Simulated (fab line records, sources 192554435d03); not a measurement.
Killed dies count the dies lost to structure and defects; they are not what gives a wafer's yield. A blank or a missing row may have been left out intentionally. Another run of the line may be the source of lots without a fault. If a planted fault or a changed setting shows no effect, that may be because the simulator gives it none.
Matching of chambers -- flow n5-finfet -- ald-metal-01 running N5_HKMG_FIN_ALD_91: 4 sister chambers
The step deposits TiN, target thk 1 nm, pulse time 1 s, purge time 3 s. 4 wafers are shown with their chamber, then 9 later ones without.

WAFERS WITH THEIR CHAMBER
wafer,chamber,heater-power-w (W)
L090.5,3,825
L092.5,0,844
L094.4,1,876
L094.5,2,996

WAFERS WITH NO CHAMBER GIVEN
wafer,heater-power-w (W)
L095.1,1016
L095.3,837
L095.6,1001
L096.2,984
L096.4,825
L096.6,824
L097.1,999
L097.2,828
L097.5,1005

WHICH CHAMBER EACH WENT THROUGH
wafer,from the rows above,in truth
L095.1,2,2
L095.3,can't be placed: 0 or 3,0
L095.6,2,2
L096.2,2,2
L096.4,3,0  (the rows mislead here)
L096.6,3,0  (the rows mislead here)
L097.1,2,2
L097.2,can't be placed: 3 or 0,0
L097.5,2,2
5 of 9 placed correctly. Unplaceable from these rows: 2, with the true chamber sitting among the candidates in 2. Wrongly placed: 2.
How it was worked out, from the rows above alone: a wafer's distance from a chamber is the root of the sum, over the readings, of the square of ((its reading less the chamber's mean) divided by the reading's scatter). The wafer belongs to the nearest chamber; if the next one is less than 2 further off, it can't be placed. For every chamber, the mean is computed from those of its wafers that are shown. The scatter: with one shown wafer a chamber, the root of the mean of the squares of how far each hidden wafer lies from its nearest shown one.
